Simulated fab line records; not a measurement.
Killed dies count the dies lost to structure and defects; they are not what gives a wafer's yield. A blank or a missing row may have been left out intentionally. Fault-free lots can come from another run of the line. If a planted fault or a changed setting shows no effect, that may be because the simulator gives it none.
Lot-split experiment :: flow n5 finfet :: route with 1938 steps; 7 lots, 21 wafers read

== ABOUT THE SPLIT ==
At N5_MIM_BOT_SPUTTER_00 (material TiN, target thk 35 nm, time 89.7 s), the setting time s was moved away from the recipe's 89.7 s on 3 of the 21 wafers read, by -8.5% to +5.4%. All remaining wafers had this setting at the recipe value.

The split's own step is where the reading is taken.

== THE READING ==
TiN_of_MIM_BOT_SPUTTER_00.thk nm (the simulator's own value, which no gauge read), in nm, at N5_MIM_BOT_SPUTTER_00 (material TiN, target thk 35 nm, time 89.7 s). The file gives no usual value for it. Across the 18 wafers here that went through the recipe, the average is 35.4 nm and the standard deviation 0.44 nm.

wafer: L074.2
tool, chamber at the split: pvd sputter-02, -
time s as run, s: 89.7
against the recipe: recipe
TiN_of_MIM_BOT_SPUTTER_00.thk nm, nm: 35.6
against lot-mates on the recipe: -

wafer: L074.3
tool, chamber at the split: pvd sputter-02, -
time s as run, s: 89.7
against the recipe: recipe
TiN_of_MIM_BOT_SPUTTER_00.thk nm, nm: 35
against lot-mates on the recipe: -

wafer: L074.5
tool, chamber at the split: pvd sputter-02, -
time s as run, s: 89.7
against the recipe: recipe
TiN_of_MIM_BOT_SPUTTER_00.thk nm, nm: 35.2
against lot-mates on the recipe: -

wafer: L076.1
tool, chamber at the split: pvd sputter-03, -
time s as run, s: 89.7
against the recipe: recipe
TiN_of_MIM_BOT_SPUTTER_00.thk nm, nm: 35.2
against lot-mates on the recipe: -

wafer: L076.4
tool, chamber at the split: pvd sputter-03, -
time s as run, s: 89.7
against the recipe: recipe
TiN_of_MIM_BOT_SPUTTER_00.thk nm, nm: 35
against lot-mates on the recipe: -

wafer: L076.6
tool, chamber at the split: pvd sputter-03, -
time s as run, s: 89.7
against the recipe: recipe
TiN_of_MIM_BOT_SPUTTER_00.thk nm, nm: 34.8
against lot-mates on the recipe: -

wafer: L077.1
tool, chamber at the split: pvd sputter-01, -
time s as run, s: 89.7
against the recipe: recipe
TiN_of_MIM_BOT_SPUTTER_00.thk nm, nm: 35.4
against lot-mates on the recipe: -

wafer: L077.3
tool, chamber at the split: pvd sputter-01, -
time s as run, s: 89.7
against the recipe: recipe
TiN_of_MIM_BOT_SPUTTER_00.thk nm, nm: 35.8
against lot-mates on the recipe: -

wafer: L077.5
tool, chamber at the split: pvd sputter-01, -
time s as run, s: 89.7
against the recipe: recipe
TiN_of_MIM_BOT_SPUTTER_00.thk nm, nm: 35.8
against lot-mates on the recipe: -

wafer: L082.2
tool, chamber at the split: pvd sputter-03, -
time s as run, s: 89.7
against the recipe: recipe
TiN_of_MIM_BOT_SPUTTER_00.thk nm, nm: 35.2
against lot-mates on the recipe: -

wafer: L082.3
tool, chamber at the split: pvd sputter-03, -
time s as run, s: 89.7
against the recipe: recipe
TiN_of_MIM_BOT_SPUTTER_00.thk nm, nm: 35.4
against lot-mates on the recipe: -

wafer: L082.6
tool, chamber at the split: pvd sputter-03, -
time s as run, s: 82.09
against the recipe: -8.5%
TiN_of_MIM_BOT_SPUTTER_00.thk nm, nm: 32
against lot-mates on the recipe: -3.3

wafer: L086.1
tool, chamber at the split: pvd sputter-03, -
time s as run, s: 89.7
against the recipe: recipe
TiN_of_MIM_BOT_SPUTTER_00.thk nm, nm: 35.8
against lot-mates on the recipe: -

wafer: L086.2
tool, chamber at the split: pvd sputter-03, -
time s as run, s: 89.7
against the recipe: recipe
TiN_of_MIM_BOT_SPUTTER_00.thk nm, nm: 35.4
against lot-mates on the recipe: -

wafer: L086.5
tool, chamber at the split: pvd sputter-03, -
time s as run, s: 89.7
against the recipe: recipe
TiN_of_MIM_BOT_SPUTTER_00.thk nm, nm: 35.4
against lot-mates on the recipe: -

wafer: L091.1
tool, chamber at the split: pvd sputter-03, -
time s as run, s: 89.7
against the recipe: recipe
TiN_of_MIM_BOT_SPUTTER_00.thk nm, nm: 35.8
against lot-mates on the recipe: -

wafer: L091.2
tool, chamber at the split: pvd sputter-03, -
time s as run, s: 89.7
against the recipe: recipe
TiN_of_MIM_BOT_SPUTTER_00.thk nm, nm: 35.8
against lot-mates on the recipe: -

wafer: L091.6
tool, chamber at the split: pvd sputter-03, -
time s as run, s: 89.7
against the recipe: recipe
TiN_of_MIM_BOT_SPUTTER_00.thk nm, nm: 36
against lot-mates on the recipe: -

wafer: L097.1
tool, chamber at the split: pvd sputter-01, -
time s as run, s: 94.51
against the recipe: +5.4%
TiN_of_MIM_BOT_SPUTTER_00.thk nm, nm: 36.2
against lot-mates on the recipe: +2.0

wafer: L097.4
tool, chamber at the split: pvd sputter-01, -
time s as run, s: 94.51
against the recipe: +5.4%
TiN_of_MIM_BOT_SPUTTER_00.thk nm, nm: 36.4
against lot-mates on the recipe: +2.2

wafer: L097.5
tool, chamber at the split: pvd sputter-01, -
time s as run, s: 89.7
against the recipe: recipe
TiN_of_MIM_BOT_SPUTTER_00.thk nm, nm: 34.2
against lot-mates on the recipe: -

FIT RESULTS
A straight line over all 21 wafers: TiN_of_MIM_BOT_SPUTTER_00.thk nm changes by +0.3 nm for each +1% of time s; r = +0.84; the points scatter about the line by 0.51 nm.
The same after taking each lot's own level away (the mean of its wafers on the recipe; 21 wafers): +0.39 nm for each +1%; r = +0.99; scatter 0.17 nm.
Per that fit: largest time s move, reading shift of 3.3 nm.
Measured against the standard deviation above, the lots' own levels, which go from 34.20 to 35.87 nm, span 3.8 times it.
Thus the slope moves with the lot-to-lot level: the two fits are different.
Check: with one of the wafers moved furthest among these (-8.5%) left out of the fit, the line predicts -3.32 nm for it against its lot-mates. It came out at -3.3 nm against them.

== OTHER SPLITS ON THESE WAFERS ==
Before the reading, these wafers also passed through other splits. Each is held against what the fit with the lots' levels taken away leaves over:
other split on the same wafers: N5_BEOL_M14_ETCH_59 h2 flow sccm
wafers away from the commonest value: 9
r with TiN_of_MIM_BOT_SPUTTER_00.thk nm (lot level and that fit taken away): +0.02

other split on the same wafers: N5_BEOL_M14_SPUTTER_44 time s
wafers away from the commonest value: 7
r with TiN_of_MIM_BOT_SPUTTER_00.thk nm (lot level and that fit taken away): +0.16

other split on the same wafers: N5_BEOL_M15_CMP_49 down force psi
wafers away from the commonest value: 8
r with TiN_of_MIM_BOT_SPUTTER_00.thk nm (lot level and that fit taken away): +0.17

== THE FILE'S OWN FIT ==
TiN_of_MIM_BOT_SPUTTER_00.thk nm changes by +0.39 nm for each +1% of time s, r = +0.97.
